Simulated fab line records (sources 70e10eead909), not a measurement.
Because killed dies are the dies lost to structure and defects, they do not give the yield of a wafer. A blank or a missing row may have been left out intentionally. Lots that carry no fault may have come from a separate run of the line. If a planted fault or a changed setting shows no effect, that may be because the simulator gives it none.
Which tool is to blame? + flow nand-harc + Sampling: 13 lots, 39 wafers, 2 of 1159 route steps

WHAT THE GAUGES SHOWED, per wafer
NHARC_A_M1_INSPECT_27.
| lot  | measured     | on                | raw-defect-count |
|------|--------------|-------------------|------------------|
| L577 | day 18 00:56 | defect-inspect-02 | 442 527 422      |
| L576 | day 18 11:26 | defect-inspect-01 | 614 495 621      |
| L580 | day 18 12:20 | defect-inspect-01 | 767 510 496      |
| L581 | day 18 15:16 | defect-inspect-02 | 479 478 726      |
| L583 | day 19 20:44 | defect-inspect-01 | 392 295 261      |
| L584 | day 20 04:25 | defect-inspect-02 | 523 336 498      |
| L582 | day 20 11:40 | defect-inspect-02 | 407 318 334      |
| L591 | day 21 18:32 | defect-inspect-02 | 534 452 410      |
| L594 | day 22 01:08 | defect-inspect-01 | 374 496 415      |
| L597 | day 22 22:18 | defect-inspect-01 | 397 302 299      |
| L596 | day 23 00:23 | defect-inspect-02 | 556 610 437      |
| L598 | day 23 10:24 | defect-inspect-01 | 429 316 504      |
| L599 | day 23 16:29 | defect-inspect-01 | 419 306 323      |

TOOL THAT RAN EACH LOT (tool first, then ch and the chambers of the sampled wafers, then the start)
| lot  | NHARC_A_M1_PVD_21                       |
|------|-----------------------------------------|
| L577 | pvd-sputter-03, day 18 00:56 or earlier |
| L576 | pvd-sputter-02, day 18 11:26 or earlier |
| L580 | pvd-sputter-01, day 18 12:20 or earlier |
| L581 | pvd-sputter-02, day 18 15:16 or earlier |
| L583 | pvd-sputter-01, day 19 20:44 or earlier |
| L584 | pvd-sputter-01, day 20 04:25 or earlier |
| L582 | pvd-sputter-01, day 20 11:40 or earlier |
| L591 | pvd-sputter-01, day 21 18:32 or earlier |
| L594 | pvd-sputter-02, day 22 01:08 or earlier |
| L597 | pvd-sputter-02, day 22 22:18 or earlier |
| L596 | pvd-sputter-03, day 23 00:23 or earlier |
| L598 | pvd-sputter-02, day 23 10:24 or earlier |
| L599 | pvd-sputter-03, day 23 16:29 or earlier |
- NHARC_A_M1_PVD_21: deposits Cu, target thk 30 nm, time 20.49 s.

WHAT THE TOOLS THEMSELVES READ (means of the sampled wafers that have a number; where no wafer has one, the mark that the record gives instead)
NHARC_A_M1_PVD_21.
| lot  | tool           | throttle-valve-pct (%) |
|------|----------------|------------------------|
| L577 | pvd-sputter-03 | 29.5                   |
| L576 | pvd-sputter-02 | 29.9                   |
| L580 | pvd-sputter-01 | 29.1                   |
| L581 | pvd-sputter-02 | 29.9                   |
| L583 | pvd-sputter-01 | 29.0                   |
| L584 | pvd-sputter-01 | 29.3                   |
| L582 | pvd-sputter-01 | 29.0                   |
| L591 | pvd-sputter-01 | 29.3                   |
| L594 | pvd-sputter-02 | 29.7                   |
| L597 | pvd-sputter-02 | 29.0                   |
| L596 | pvd-sputter-03 | 29.8                   |
| L598 | pvd-sputter-02 | 29.9                   |
| L599 | pvd-sputter-03 | 29.4                   |

THE ANSWER, worked out from the rows above alone
Rule: usual is defined by the lots themselves. Put in order of their means at a reading, lots are off if they are a third of the lots or fewer, leave a main group of 4 or more, and stand apart from it by a gap of 3 or more times the standard deviation of the main group's means; of several such gaps the widest counts. A main group whose means are all the same, to the digits that the tables above print for the reading, isn't used. Also off: a lot with no number at a reading for which 4 or more lots have one. Where the step has rows for the other lots, those lots are counted as sound. After the gauges, taken in route order, come the tools' own readings; for these a lot's mean is taken, as printed above. The first step at which some lot is off is used, and at that step the reading that is off furthest; a lot without a number counts as furthest.
Nothing can be told from this: no lot is off at any reading shown.

WHAT THE SIMULATOR HAD INSERTED
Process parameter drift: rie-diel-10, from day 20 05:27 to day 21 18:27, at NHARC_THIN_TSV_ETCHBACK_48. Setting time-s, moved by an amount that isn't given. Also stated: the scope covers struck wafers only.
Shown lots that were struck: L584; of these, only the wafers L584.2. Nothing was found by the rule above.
